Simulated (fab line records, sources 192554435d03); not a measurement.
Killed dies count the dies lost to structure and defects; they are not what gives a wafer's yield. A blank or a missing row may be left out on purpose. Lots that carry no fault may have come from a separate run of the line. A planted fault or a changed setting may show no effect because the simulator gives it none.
fab line records	flow n5_finfet
[record] lots = 24	wafers = 72	last_day = 18
route steps=1938 shown BEOL_M14@1757 BEOL_M15@1788 MIM_TOP_LITHO@1850
lots that met no fault: from a run of the same line without faults
start_h: hours from the record's opening day to when the first of the lot's shown wafers began	wait_h: hours elapsed since this lot's preceding step	" the same as in the row above	L1.1+2: a single row standing in for several wafers	- no value, or no start given	* or withheld: withheld	< > ~ a bound
route shown NAME@n: names a module that has steps shown in the file, with the first one's number in the route	usual: mean/standard deviation of fault-free wafers	same: alike in all rows	chamber/n: place in a boat	sites: the reading at each site	_std_site: the standard deviation of these	_edge_site: inner sites' mean taken away from outer sites' mean	radius_mm: how far each site lies from the wafer's centre	mask NAME#n: copy n	behind: tool/chamber where the wafer was last shaped	hold: reason for holding the lot/hours on hold/outcome of the hold	device: the transistor (n, p or np) that didn't switch	end of line: the route-end tests of the same wafers	a step with no rows: only its recipe	killed: not the wafer's yield, but the dies lost to structure and defects at the first sort	map: shows each die of a wafer: x if killed, . if not, _ if none is there
set.NAME: the run value of the setting; set.NAME@STEP: its run value at that earlier step	model.NAME: the simulator's own value behind a step, which no gauge read
the route's steps for a sample of lots (tables are steps, rows are wafers)
services: a tool's chamber out of use, with start hour (start_h, from the record's first day; less than 0 if before it), hours out, and reason
[[steps]]
[step N5_BEOL_M14_ETCH_38]
[recipe] chemistry = CF4/N2	target = SiCN	target_depth_a = 1065	taper_deg = 2	time_s = 120.6	ion_energy_ev = 150	mask_material = SiO2	pressure_mtorr = 40	source_w = 430	bias_w = 70	Ar_flow_sccm = 100	cf4_flow_sccm = 60	n2_flow_sccm = 60
[usual] drypump_motor_current_A = 5.7/0.42	oes_product_au = 0.82/0.095	rf_vpp_V = 382.7/2.3	showerhead_plenum_p_Torr = 2.22/0.088	throttle_valve_pct = 15.42/0.2
[same] time_s = 120.6
lot.wafer	tool	chamber	start_h	wait_h	drypump_motor_current_A	oes_product_au	rf_hours_counter_h	rf_vpp_V	showerhead_plenum_p_Torr	throttle_valve_pct
L075.1	rie_diel-03	0	-	-	5.4	0.69	214	380.2	2.10	15.56
L075.2	"	3	"	"	6.6	0.78	109	384.4	2.30	15.28
L075.6	"	0	"	"	5.4	0.69	-	378.8	2.10	15.58
L074.3	rie_diel-03	1	-	-	5.7	0.96	20	383.4	2.27	15.45
L074.5	"	0	"	"	5.3	0.69	-	379.9	2.10	15.58
L074.6	"	3	"	"	6.6	0.78	-	384.6	2.30	15.31
L076.4	rie_diel-06	3	-	-	5.5	0.84	63	381.3	2.15	15.61
L076.5	"	2	"	"	5.3	0.88	-	382.8	2.24	15.18
L076.6	"	1	"	"	5.5	0.86	-	381.6	2.14	15.01
L077.2	rie_diel-03	3	-	-	6.6	0.78	114	383.9	2.30	15.31
L077.5	"	3	"	"	6.6	0.77	-	384.5	2.30	15.31
L077.6	"	2	"	"	5.7	0.86	-	384.8	2.34	15.46
L079.2	rie_diel-03	1	-	-	5.7	0.94	26	383.8	2.26	15.45
L079.3	"	2	"	"	5.7	0.86	52	385.9	2.34	15.48
L079.4	"	0	"	"	5.4	0.69	222	379.5	2.10	15.60
L078.3	rie_diel-06	1	-	-	5.5	0.85	53	381.3	2.14	14.99
L078.4	"	2	"	"	5.3	0.87	34	384.1	2.24	15.19
L078.6	"	1	"	"	5.5	0.84	-	380.0	2.14	15.02
L080.2	rie_diel-01	3	-	-	5.5	0.69	242	380.5	2.16	15.52
L080.5	"	3	"	"	5.5	0.68	-	383.0	2.16	15.51
L080.6	"	0	"	"	5.5	0.68	-	384.2	2.27	15.58
L083.3	rie_diel-01	0	-	-	5.5	0.69	224	384.2	2.27	15.59
L083.5	"	1	"	"	5.3	0.98	-	386.5	2.36	15.54
L083.6	"	3	"	"	5.5	0.68	-	382.3	2.16	15.50
L081.1	rie_diel-06	1	-	-	5.5	0.83	61	379.9	2.14	15.03
L081.4	"	0	"	"	6.5	0.72	178	379.0	2.12	15.58
L081.5	"	0	"	"	6.5	0.72	-	380.2	2.12	15.57
L084.2	rie_diel-01	1	-	-	5.3	0.96	17	386.2	2.35	15.57
L084.3	"	2	"	"	5.9	0.96	2	380.7	2.18	15.20
L084.5	"	0	"	"	5.5	0.68	-	382.8	2.27	15.60
L082.1	rie_diel-03	3	-	-	6.6	0.76	131	384.0	2.29	15.33
L082.3	"	2	"	"	5.7	0.83	67	383.1	2.33	15.51
L082.4	"	0	"	"	5.4	0.68	-	379.9	2.09	15.63
L088.1	rie_diel-01	2	-	-	5.8	0.95	3	381.1	2.18	15.19
L088.5	"	1	"	"	5.3	0.94	-	387.1	2.35	15.60
L088.6	"	2	"	"	5.8	0.94	-	380.8	2.18	15.20
L085.2	rie_diel-06	1	-	-	5.5	0.83	70	379.4	2.13	15.04
L085.3	"	0	"	"	6.5	0.71	187	379.4	2.11	15.60
L085.4	"	2	"	"	5.3	0.85	51	384.1	2.23	15.22
L086.1	rie_diel-01	2	-	-	5.8	0.92	11	379.7	2.17	15.21
L086.5	"	1	"	"	5.3	0.93	-	385.1	2.35	15.59
L086.6	"	2	"	"	5.8	0.92	-	381.7	2.17	15.22
L087.1	rie_diel-03	1	-	-	5.7	0.91	42	382.4	2.26	15.49
L087.3	"	2	"	"	5.7	0.82	74	386.3	2.33	15.53
L087.6	"	1	"	"	5.7	0.91	-	383.3	2.26	15.52
L089.2	rie_diel-03	3	-	-	6.6	0.75	141	383.5	2.29	15.34
L089.5	"	3	"	"	6.6	0.76	-	383.5	2.29	15.35
L089.6	"	0	"	"	5.3	0.68	-	379.2	2.09	15.61
L092.1	rie_diel-01	0	-	-	5.5	0.68	247	383.7	2.26	15.64
L092.4	"	3	"	"	5.5	0.94	-	380.6	2.16	15.02
L092.6	"	0	"	"	5.5	0.68	-	384.1	2.26	15.64
L090.1	rie_diel-03	2	-	-	5.8	0.81	81	385.2	2.33	15.54
L090.3	"	1	"	"	5.7	0.90	49	384.3	2.26	15.49
L090.4	"	0	"	"	5.3	0.66	250	379.9	2.09	15.65
L091.1	rie_diel-03	2	-	-	5.7	0.81	82	383.8	2.33	15.56
L091.2	"	1	"	"	5.7	0.91	51	384.3	2.26	15.51
L091.3	"	3	"	"	6.6	0.75	145	385.0	2.29	15.37
L093.1	rie_diel-06	0	-	-	6.5	0.70	200	379.9	2.11	15.60
L093.2	"	3	"	"	5.6	0.81	94	380.5	2.14	15.68
L093.4	"	1	"	"	5.5	0.82	84	380.7	2.13	15.07
L094.1	rie_diel-01	1	-	-	5.4	0.90	39	386.5	2.34	15.63
L094.5	"	1	"	"	5.3	0.91	-	386.7	2.34	15.63
L094.6	"	3	"	"	5.5	0.90	-	381.5	2.15	15.04
L095.3	rie_diel-01	1	-	-	5.3	0.90	41	385.4	2.34	15.63
L095.5	"	2	"	"	5.8	0.88	-	382.0	2.17	15.22
L095.6	"	1	"	"	5.3	0.91	-	385.8	2.34	15.63
L096.1	rie_diel-06	2	-	-	5.3	0.83	71	383.1	2.23	15.25
L096.2	"	0	"	"	6.5	0.70	210	380.4	2.11	15.63
L096.4	"	3	"	"	5.5	0.80	102	380.2	2.14	15.71
L097.2	rie_diel-01	3	-	-	5.4	0.88	22	380.8	2.15	15.06
L097.3	"	1	"	"	5.3	0.89	49	385.8	2.34	15.65
L097.5	"	1	"	"	5.4	0.89	-	385.6	2.34	15.64
[step N5_BEOL_M14_DEGAS_41]
[recipe] ambient = vacuum	temp_c = 300	time_s = 60
[usual] heater_power_w = 456/40
[same] time_s = 60
lot.wafer	tool	chamber	start_h	wait_h	heater_power_w
L075.1	pvd_sputter-02	-	276.46	0.2	507
L075.2	"	-	"	"	408
L075.6	"	-	"	"	507
L074.3	pvd_sputter-02	-	281.12	1.9	527
L074.5	"	-	"	"	388
L074.6	"	-	"	"	435
L076.4	pvd_sputter-02	-	289.85	0.1	394
L076.5	"	-	"	"	397
L076.6	"	-	"	"	429
L077.2	pvd_sputter-03	-	289.89	0.1	517
L077.5	"	-	"	"	424
L077.6	"	-	"	"	540
L079.2	pvd_sputter-01	-	295.66	1.0	457
L079.3	"	-	"	"	488
L079.4	"	-	"	"	449
L078.3	pvd_sputter-01	-	295.98	1.3	440
L078.4	"	-	"	"	449
L078.6	"	-	"	"	484
L080.2	pvd_sputter-02	-	304.51	0.6	437
L080.5	"	-	"	"	401
L080.6	"	-	"	"	447
L083.3	pvd_sputter-02	-	304.83	0.4	387
L083.5	"	-	"	"	408
L083.6	"	-	"	"	425
L081.1	pvd_sputter-03	-	321.63	0.2	470
L081.4	"	-	"	"	463
L081.5	"	-	"	"	525
L084.2	pvd_sputter-03	-	334.20	1.4	516
L084.3	"	-	"	"	419
L084.5	"	-	"	"	526
L082.1	pvd_sputter-03	-	334.90	0.3	430
L082.3	"	-	"	"	474
L082.4	"	-	"	"	506
L088.1	pvd_sputter-02	-	337.13	1.5	401
L088.5	"	-	"	"	532
L088.6	"	-	"	"	423
L085.2	pvd_sputter-02	-	345.06	0.4	401
L085.3	"	-	"	"	429
L085.4	"	-	"	"	431
L086.1	pvd_sputter-02	-	350.86	0.2	438
L086.5	"	-	"	"	393
L086.6	"	-	"	"	446
L087.1	pvd_sputter-01	-	351.44	0.0	452
L087.3	"	-	"	"	419
L087.6	"	-	"	"	448
L089.2	pvd_sputter-02	-	362.21	0.6	518
L089.5	"	-	"	"	436
L089.6	"	-	"	"	516
L092.1	pvd_sputter-03	-	363.63	0.2	432
L092.4	"	-	"	"	480
L092.6	"	-	"	"	485
L090.1	pvd_sputter-03	-	368.63	0.4	417
L090.3	"	-	"	"	444
L090.4	"	-	"	"	519
L091.1	pvd_sputter-03	-	372.79	0.5	520
L091.2	"	-	"	"	448
L091.3	"	-	"	"	421
L093.1	pvd_sputter-01	-	380.85	0.6	473
L093.2	"	-	"	"	459
L093.4	"	-	"	"	437
L094.1	pvd_sputter-03	-	382.75	0.4	471
L094.5	"	-	"	"	473
L094.6	"	-	"	"	531
L095.3	pvd_sputter-02	-	391.14	0.2	510
L095.5	"	-	"	"	432
L095.6	"	-	"	"	512
L096.1	pvd_sputter-02	-	409.05	0.4	524
L096.2	"	-	"	"	433
L096.4	"	-	"	"	397
L097.2	pvd_sputter-03	-	416.06	0.5	523
L097.3	"	-	"	"	450
L097.5	"	-	"	"	425
[step N5_BEOL_M15_VIA_ETCH_16]
[recipe] chemistry = C4F8/O2/Ar	target = SiO2	he_inner_torr = 15	he_outer_torr = 30	target_depth_a = 17922	time_s = withheld	ion_energy_ev = 800	pressure_mtorr = 20	source_w = 1905	bias_w = 2040	Ar_flow_sccm = 400	C4F8_flow_sccm = 16	O2_flow_sccm = 12	ends = cleared
[usual] drypump_motor_current_A = 5.7/0.46	oes_product_au = 0.73/0.078	rf_vpp_V = 2239/36	showerhead_plenum_p_Torr = 3.46/0.13	throttle_valve_pct = 30.99/0.22
lot.wafer	tool	chamber	start_h	wait_h	drypump_motor_current_A	oes_product_au	rf_vpp_V	showerhead_plenum_p_Torr	throttle_valve_pct
L075.1	rie_diel-05	1	278.65	0.0	6.4	0.61	2218	3.39	31.06
L075.2	"	2	"	"	5.5	0.71	2193	3.33	31.10
L075.6	"	2	"	"	5.5	0.72	2194	3.33	31.12
L074.3	rie_diel-02	0	283.44	0.0	5.8	0.63	2246	3.40	31.07
L074.5	"	0	"	"	5.7	0.63	2247	3.40	31.08
L074.6	"	1	"	"	5.1	0.80	2244	3.38	31.23
L076.4	rie_diel-04	3	292.88	0.0	6.2	0.69	2198	3.32	31.41
L076.5	"	0	"	"	4.8	0.77	2244	3.63	30.69
L076.6	"	3	"	"	6.2	0.69	2198	3.32	31.40
L077.2	rie_diel-05	3	293.42	0.0	5.9	0.74	2230	3.61	30.81
L077.5	"	2	"	"	5.5	0.70	2193	3.33	31.12
L077.6	"	1	"	"	6.3	0.61	2218	3.39	31.07
L079.2	rie_diel-02	1	297.88	0.0	5.1	0.79	2245	3.38	31.25
L079.3	"	2	"	"	5.8	0.75	2263	3.58	30.65
L079.4	"	0	"	"	5.8	0.62	2247	3.40	31.08
L078.3	rie_diel-02	1	298.54	0.0	5.1	0.78	2244	3.38	31.25
L078.4	"	3	"	"	5.7	0.78	2230	3.35	31.04
L078.6	"	0	"	"	5.8	0.62	2248	3.40	31.07
L080.2	rie_diel-04	2	306.70	0.0	6.2	0.73	2283	3.61	31.20
L080.5	"	0	"	"	4.8	0.77	2244	3.62	30.69
L080.6	"	3	"	"	6.2	0.69	2200	3.32	31.41
L083.3	rie_diel-05	1	306.89	0.0	6.3	0.61	2219	3.38	31.06
L083.5	"	0	"	"	5.4	0.86	2313	3.63	30.72
L083.6	"	1	"	"	6.4	0.61	2218	3.39	31.07
L081.1	rie_diel-02	0	323.83	0.0	5.7	0.62	2246	3.40	31.06
L081.4	"	1	"	"	5.0	0.78	2244	3.38	31.26
L081.5	"	0	"	"	5.8	0.62	2248	3.40	31.10
L084.2	rie_diel-02	0	336.57	0.0	5.7	0.62	2247	3.39	31.07
L084.3	"	1	"	"	5.1	0.78	2244	3.37	31.29
L084.5	"	0	"	"	5.8	0.62	2247	3.39	31.08
L082.1	rie_diel-05	1	337.49	0.0	6.3	0.59	2218	3.38	31.08
L082.3	"	2	"	"	5.5	0.68	2194	3.32	31.12
L082.4	"	0	"	"	5.4	0.83	2315	3.62	30.74
L088.1	rie_diel-04	1	339.33	0.0	5.2	0.87	2207	3.38	30.81
L088.5	"	3	"	"	6.2	0.67	2197	3.32	31.41
L088.6	"	2	"	"	6.2	0.71	2283	3.61	31.21
L085.2	rie_diel-04	0	347.26	0.0	4.8	0.76	2245	3.62	30.69
L085.3	"	1	"	"	5.2	0.85	2206	3.38	30.84
L085.4	"	2	"	"	6.1	0.72	2282	3.61	31.21
L086.1	rie_diel-04	1	353.03	0.0	5.2	0.84	2205	3.38	30.83
L086.5	"	1	"	"	5.2	0.84	2208	3.38	30.84
L086.6	"	2	"	"	6.2	0.71	2282	3.60	31.23
L087.1	rie_diel-05	0	354.44	0.0	5.4	0.82	2314	3.62	30.75
L087.3	"	3	"	"	5.9	0.73	2230	3.60	30.82
L087.6	"	1	"	"	6.3	0.59	2217	3.38	31.07
L089.2	rie_diel-05	1	364.39	0.0	6.3	0.60	2218	3.38	31.09
L089.5	"	3	"	"	5.9	0.72	2230	3.60	30.83
L089.6	"	2	"	"	5.6	0.68	2192	3.31	31.16
L092.1	rie_diel-05	0	365.74	0.0	5.4	0.82	2314	3.62	30.75
L092.4	"	3	"	"	5.9	0.71	2228	3.60	30.80
L092.6	"	1	"	"	6.3	0.60	2218	3.37	31.08
L090.1	rie_diel-04	1	371.18	0.0	5.1	0.83	2207	3.38	30.85
L090.3	"	3	"	"	6.2	0.67	2198	3.31	31.44
L090.4	"	0	"	"	4.8	0.75	2245	3.61	30.69
L091.1	rie_diel-02	3	374.86	0.0	5.7	0.76	2230	3.34	31.06
L091.2	"	2	"	"	5.9	0.73	2261	3.57	30.69
L091.3	"	1	"	"	5.1	0.76	2243	3.37	31.29
L093.1	rie_diel-05	3	382.91	0.0	5.9	0.72	2230	3.60	30.83
L093.2	"	2	"	"	5.5	0.68	2193	3.31	31.14
L093.4	"	3	"	"	5.9	0.72	2230	3.60	30.82
L094.1	rie_diel-05	2	385.16	0.0	5.5	0.68	2191	3.31	31.15
L094.5	"	1	"	"	6.3	0.60	2217	3.37	31.09
L094.6	"	0	"	"	5.4	0.82	2315	3.62	30.75
L095.3	rie_diel-04	3	393.53	0.0	6.2	0.66	2197	3.31	31.44
L095.5	"	1	"	"	5.2	0.81	2208	3.37	30.83
L095.6	"	2	"	"	6.1	0.69	2281	3.60	31.23
L096.1	rie_diel-05	1	411.38	0.0	6.3	0.88	2217	3.37	30.76
L096.2	"	0	"	"	5.4	0.79	2314	3.61	30.77
L096.4	"	2	"	"	5.5	0.67	2192	3.31	31.15
L097.2	rie_diel-05	0	420.22	0.0	5.4	0.80	2314	3.61	30.76
L097.3	"	1	"	"	6.3	0.86	2218	3.37	30.75
L097.5	"	0	"	"	5.4	0.79	2313	3.61	30.76
[step N5_BEOL_M15_DEGAS_41]
[recipe] ambient = vacuum	temp_c = 300	time_s = 60
[usual] heater_power_w = 454/41
[same] time_s = 60
lot.wafer	tool	chamber	start_h	wait_h	heater_power_w
L075.1	pvd_sputter-02	-	281.98	0.3	430
L075.2	"	-	"	"	434
L075.6	"	-	"	"	392
L074.3	pvd_sputter-03	-	288.73	1.0	454
L074.5	"	-	"	"	445
L074.6	"	-	"	"	477
L076.4	pvd_sputter-02	-	299.51	0.3	393
L076.5	"	-	"	"	528
L076.6	"	-	"	"	433
L077.2	pvd_sputter-02	-	300.01	0.5	437
L077.5	"	-	"	"	516
L077.6	"	-	"	"	431
L079.2	pvd_sputter-02	-	300.91	0.3	523
L079.3	"	-	"	"	437
L079.4	"	-	"	"	391
L078.3	pvd_sputter-03	-	307.05	0.3	442
L078.4	"	-	"	"	413
L078.6	"	-	"	"	457
L080.2	pvd_sputter-02	-	311.92	0.3	428
L080.5	"	-	"	"	444
L080.6	"	-	"	"	505
L083.3	pvd_sputter-02	-	312.36	0.7	417
L083.5	"	-	"	"	427
L083.6	"	-	"	"	392
L081.1	pvd_sputter-01	-	327.25	1.4	420
L081.4	"	-	"	"	413
L081.5	"	-	"	"	446
L084.2	pvd_sputter-03	-	340.85	0.5	416
L084.3	"	-	"	"	513
L084.5	"	-	"	"	428
L082.1	pvd_sputter-03	-	343.33	2.3	428
L082.3	"	-	"	"	446
L082.4	"	-	"	"	468
L088.1	pvd_sputter-03	-	345.29	0.5	523
L088.5	"	-	"	"	532
L088.6	"	-	"	"	478
L085.2	pvd_sputter-03	-	350.81	0.3	453
L085.3	"	-	"	"	475
L085.4	"	-	"	"	427
L086.1	pvd_sputter-02	-	355.73	0.1	391
L086.5	"	-	"	"	443
L086.6	"	-	"	"	398
L087.1	pvd_sputter-03	-	358.39	0.3	470
L087.3	"	-	"	"	442
L087.6	"	-	"	"	469
L089.2	pvd_sputter-03	-	368.27	0.3	452
L089.5	"	-	"	"	414
L089.6	"	-	"	"	452
L092.1	pvd_sputter-01	-	370.76	2.4	471
L092.4	"	-	"	"	445
L092.6	"	-	"	"	445
L090.1	pvd_sputter-02	-	377.82	0.1	423
L090.3	"	-	"	"	515
L090.4	"	-	"	"	426
L091.1	pvd_sputter-03	-	377.97	0.0	411
L091.2	"	-	"	"	517
L091.3	"	-	"	"	437
L093.1	pvd_sputter-02	-	385.45	0.3	401
L093.2	"	-	"	"	527
L093.4	"	-	"	"	430
L094.1	pvd_sputter-02	-	390.72	0.1	527
L094.5	"	-	"	"	436
L094.6	"	-	"	"	395
L095.3	pvd_sputter-01	-	400.44	0.6	476
L095.5	"	-	"	"	441
L095.6	"	-	"	"	423
L096.1	pvd_sputter-03	-	415.50	0.4	423
L096.2	"	-	"	"	518
L096.4	"	-	"	"	473
L097.2	pvd_sputter-01	-	422.46	0.0	425
L097.3	"	-	"	"	465
L097.5	"	-	"	"	447
[step N5_BEOL_M15_RS_MEAS_54]
[recipe] thk_meas_gauge = four-point-probe	reads = Cu_of_BEOL_M15_ECD_47+Ta_of_BEOL_M15_SPUTTER_44+TaN_of_BEOL_M15_SPUTTER_43
[usual] M15_RS = 0.0215/0.00037
lot.wafer	tool	chamber	start_h	wait_h	M15_RS[ohm/sq]
L075.1	film_metro-02	-	283.49	0.1	0.0220
L075.2	"	-	"	"	0.0212
L075.6	"	-	"	"	0.0223
L074.3	film_metro-02	-	290.06	0.1	0.0210
L074.5	"	-	"	"	0.0213
L074.6	"	-	"	"	0.0215
L076.4	film_metro-01	-	300.87	0.0	0.0213
L076.5	"	-	"	"	0.0210
L076.6	"	-	"	"	0.0214
L077.2	film_metro-01	-	301.36	0.1	0.0222
L077.5	"	-	"	"	0.0215
L077.6	"	-	"	"	0.0215
L079.2	film_metro-01	-	302.23	0.1	0.0212
L079.3	"	-	"	"	0.0215
L079.4	"	-	"	"	0.0209
L078.3	film_metro-01	-	308.37	0.1	0.0217
L078.4	"	-	"	"	0.0212
L078.6	"	-	"	"	0.0214
L080.2	film_metro-01	-	313.52	0.1	0.0217
L080.5	"	-	"	"	0.0216
L080.6	"	-	"	"	0.0216
L083.3	film_metro-02	-	313.71	0.1	0.0211
L083.5	"	-	"	"	0.0209
L083.6	"	-	"	"	0.0218
L081.1	film_metro-02	-	328.83	0.0	0.0211
L081.4	"	-	"	"	0.0207
L081.5	"	-	"	"	0.0211
L084.2	film_metro-02	-	342.17	0.1	0.0212
L084.3	"	-	"	"	0.0219
L084.5	"	-	"	"	0.0218
L082.1	film_metro-02	-	344.64	0.0	0.0216
L082.3	"	-	"	"	0.0216
L082.4	"	-	"	"	0.0223
L088.1	film_metro-02	-	346.60	0.0	0.0218
L088.5	"	-	"	"	0.0211
L088.6	"	-	"	"	0.0219
L085.2	film_metro-02	-	352.40	0.1	0.0213
L085.3	"	-	"	"	0.0213
L085.4	"	-	"	"	0.0211
L086.1	film_metro-02	-	357.67	0.0	0.0217
L086.5	"	-	"	"	0.0205
L086.6	"	-	"	"	0.0210
L087.1	film_metro-01	-	359.90	0.0	0.0223
L087.3	"	-	"	"	0.0213
L087.6	"	-	"	"	0.0211
L089.2	film_metro-02	-	369.75	0.1	0.0215
L089.5	"	-	"	"	0.0216
L089.6	"	-	"	"	0.0211
L092.1	film_metro-01	-	372.08	0.0	0.0214
L092.4	"	-	"	"	0.0216
L092.6	"	-	"	"	0.0218
L090.1	film_metro-02	-	379.14	0.0	0.0224
L090.3	"	-	"	"	0.0212
L090.4	"	-	"	"	0.0214
L091.1	film_metro-02	-	379.72	0.0	0.0216
L091.2	"	-	"	"	0.0213
L091.3	"	-	"	"	0.0216
L093.1	film_metro-01	-	386.77	0.0	0.0214
L093.2	"	-	"	"	0.0216
L093.4	"	-	"	"	0.0218
L094.1	film_metro-02	-	392.07	0.1	0.0214
L094.5	"	-	"	"	0.0224
L094.6	"	-	"	"	0.0215
L095.3	film_metro-02	-	401.76	0.1	0.0218
L095.5	"	-	"	"	0.0212
L095.6	"	-	"	"	0.0217
L096.1	film_metro-01	-	419.13	0.1	0.0214
L096.2	"	-	"	"	0.0213
L096.4	"	-	"	"	0.0216
L097.2	film_metro-02	-	423.89	0.1	0.0216
L097.3	"	-	"	"	0.0221
L097.5	"	-	"	"	0.0219
[step N5_MIM_TOP_LITHO_DESCUM_10]
[recipe] chemistry = O2	time_s = 7.9	source_power_w = 50	bias_power_w = 20	pressure_mtorr = 20	rf_frequency_hz = 2.712e+07	temp_c = 40	o2_flow_sccm = 225
[usual] drypump_motor_current_A = 5.7/0.41	oes_product_au = 0.83/0.076	rf_vpp_V = 243.3/1.5	showerhead_plenum_p_Torr = 2.11/0.084	throttle_valve_pct = 20.41/0.21
[same] time_s = 7.9
lot.wafer	tool	chamber	start_h	wait_h	drypump_motor_current_A	oes_product_au	rf_hours_counter_h	rf_vpp_V	showerhead_plenum_p_Torr	throttle_valve_pct
L075.1	rie_diel-06	0	288.48	0.4	6.5	0.74	167	240.7	2.01	20.57
L075.2	"	2	"	"	5.3	0.90	32	243.1	2.14	20.33
L075.6	"	2	"	"	5.4	0.90	-	243.9	2.14	20.35
L074.3	rie_diel-06	3	295.01	0.0	5.5	0.84	64	243.2	2.02	20.54
L074.5	"	1	"	"	5.4	0.86	-	241.7	2.02	19.92
L074.6	"	2	"	"	5.4	0.90	-	242.8	2.14	20.33
L076.4	rie_diel-03	2	305.33	0.0	5.8	0.86	56	244.6	2.21	20.43
L076.5	"	3	"	"	6.6	0.78	-	245.7	2.19	20.28
L076.6	"	2	"	"	5.7	0.86	-	244.2	2.21	20.42
L077.2	rie_diel-03	1	305.97	0.2	5.7	0.92	30	243.2	2.13	20.39
L077.5	"	0	"	"	5.4	0.70	-	241.7	2.00	20.64
L077.6	"	1	"	"	5.7	0.91	-	243.7	2.13	20.40
L079.2	rie_diel-03	0	306.99	0.1	5.4	0.71	226	242.5	2.00	20.62
L079.3	"	2	"	"	5.7	0.85	57	245.7	2.21	20.41
L079.4	"	1	"	"	5.7	0.90	31	245.3	2.13	20.42
L078.3	rie_diel-03	3	312.09	0.1	6.6	0.77	122	243.1	2.18	20.29
L078.4	"	0	"	"	5.4	0.70	229	242.5	2.00	20.64
L078.6	"	2	"	"	5.7	0.86	-	244.4	2.21	20.42
L080.2	rie_diel-06	2	318.19	0.0	5.4	0.89	41	243.1	2.14	20.34
L080.5	"	1	"	"	5.5	0.85	-	243.7	2.02	19.94
L080.6	"	0	"	"	6.5	0.73	-	242.3	2.01	20.59
L083.3	rie_diel-03	2	318.35	0.0	5.7	0.85	60	244.6	2.21	20.42
L083.5	"	0	"	"	5.4	0.69	-	241.1	2.00	20.65
L083.6	"	1	"	"	5.7	0.91	-	243.6	2.13	20.41
L081.1	rie_diel-06	1	332.58	0.2	5.5	0.85	66	243.2	2.01	19.97
L081.4	"	2	"	"	5.4	0.89	46	243.2	2.14	20.37
L081.5	"	1	"	"	5.4	0.85	-	241.8	2.01	19.95
L084.2	rie_diel-03	2	346.34	0.0	5.7	0.84	73	243.9	2.20	20.46
L084.3	"	3	"	"	6.6	0.74	136	244.0	2.18	20.31
L084.5	"	3	"	"	6.6	0.75	-	244.8	2.18	20.31
L082.1	rie_diel-03	2	347.41	0.1	5.8	0.83	73	243.7	2.20	20.43
L082.3	"	0	"	"	5.3	0.69	243	242.2	2.00	20.67
L082.4	"	1	"	"	5.7	0.90	41	244.1	2.12	20.40
L088.1	rie_diel-03	0	351.07	0.2	5.4	0.69	244	241.2	2.00	20.64
L088.5	"	2	"	"	5.7	0.83	-	244.5	2.20	20.45
L088.6	"	1	"	"	5.7	0.90	-	243.5	2.12	20.42
L085.2	rie_diel-01	1	355.99	0.2	5.3	0.92	29	245.8	2.24	20.78
L085.3	"	2	"	"	5.8	0.90	14	241.8	2.06	20.23
L085.4	"	2	"	"	5.8	0.91	-	243.3	2.06	20.21
L086.1	rie_diel-03	2	360.08	0.0	5.7	0.82	78	244.2	2.20	20.47
L086.5	"	0	"	"	5.3	0.70	-	240.3	1.99	20.68
L086.6	"	1	"	"	5.7	0.89	-	244.0	2.12	20.42
L087.1	rie_diel-06	1	363.72	0.0	5.4	0.82	79	242.8	2.01	19.97
L087.3	"	3	"	"	5.5	0.80	89	241.8	2.01	20.58
L087.6	"	2	"	"	5.4	0.86	-	243.4	2.13	20.39
L089.2	rie_diel-01	1	373.27	0.0	5.4	0.90	35	244.9	2.24	20.81
L089.5	"	3	"	"	5.5	0.93	-	242.3	2.06	20.22
L089.6	"	2	"	"	5.8	0.88	-	243.4	2.05	20.23
L092.1	rie_diel-01	3	375.93	0.0	5.4	0.93	8	241.6	2.06	20.22
L092.4	"	2	"	"	5.8	0.89	-	241.3	2.05	20.25
L092.6	"	1	"	"	5.4	0.90	-	245.9	2.24	20.80
L090.1	rie_diel-03	3	382.92	0.2	6.6	0.74	149	245.7	2.18	20.30
L090.3	"	1	"	"	5.6	0.90	55	242.9	2.12	20.44
L090.4	"	3	"	"	6.6	0.74	-	244.4	2.18	20.31
L091.1	rie_diel-01	2	383.24	0.1	5.8	0.88	26	242.4	2.05	20.26
L091.2	"	1	"	"	5.3	0.89	39	244.9	2.24	20.80
L091.3	"	3	"	"	5.5	0.91	12	242.6	2.06	20.24
L093.1	rie_diel-06	1	391.98	0.0	5.5	0.81	88	241.6	2.01	19.99
L093.2	"	2	"	"	5.3	0.85	67	243.7	2.13	20.39
L093.4	"	3	"	"	5.6	0.80	97	242.9	2.01	20.58
L094.1	rie_diel-03	1	395.16	0.2	5.7	0.86	59	244.0	2.12	20.45
L094.5	"	1	"	"	5.7	0.86	-	243.9	2.12	20.44
L094.6	"	0	"	"	5.3	0.97	-	245.8	2.26	20.36
L095.3	rie_diel-01	2	407.99	0.0	5.8	0.86	34	242.9	2.05	20.26
L095.5	"	3	"	"	5.5	0.89	-	241.6	2.06	20.25
L095.6	"	2	"	"	5.8	0.86	-	242.5	2.05	20.26
L096.1	rie_diel-01	0	422.74	0.1	5.5	0.95	10	244.5	2.13	20.09
L096.2	"	1	"	"	5.3	0.86	51	244.9	2.24	20.82
L096.4	"	2	"	"	5.8	0.86	39	243.2	2.05	20.25
L097.2	rie_diel-06	2	426.57	0.2	5.4	0.84	77	242.0	2.13	20.40
L097.3	"	1	"	"	5.5	0.81	100	243.3	2.00	20.03
L097.5	"	3	"	"	5.5	0.79	-	242.4	2.00	20.59
[[services]]
tool	chamber	start_h	hours	kind
rie_diel-02	3	253.47	2.3	repair
rie_diel-06	2	254.76	7.2	repair
rie_diel-01	1	275.60	-	clean
rie_diel-01	1	275.60	-	consumable_replace:focus_ring
rie_diel-01	1	275.60	-	consumable_replace:showerhead
rie_diel-01	1	275.60	19.0	scheduled_down
rie_diel-01	1	275.60	19.0	vent_cycle
rie_diel-01	2	299.41	-	clean
pvd_sputter-01	-	312.40	8.6	repair
rie_diel-03	1	331.23	10.9	repair
rie_diel-01	0	343.61	9.4	repair
rie_diel-04	3	352.37	5.9	repair
rie_diel-01	1	360.24	5.1	repair
rie_diel-06	-	364.60	2.4	repair
rie_diel-03	0	368.14	-	clean
rie_diel-03	0	368.14	-	consumable_replace:focus_ring
rie_diel-03	0	368.14	-	consumable_replace:showerhead
rie_diel-03	0	368.14	16.1	scheduled_down
rie_diel-03	0	368.14	16.1	vent_cycle
rie_diel-05	3	368.86	6.4	repair
rie_diel-05	-	372.88	0.2	repair
rie_diel-05	0	381.64	1.3	repair
rie_diel-04	3	406.27	3.4	repair
rie_diel-05	3	419.07	2.9	repair
[[key]]
fault none
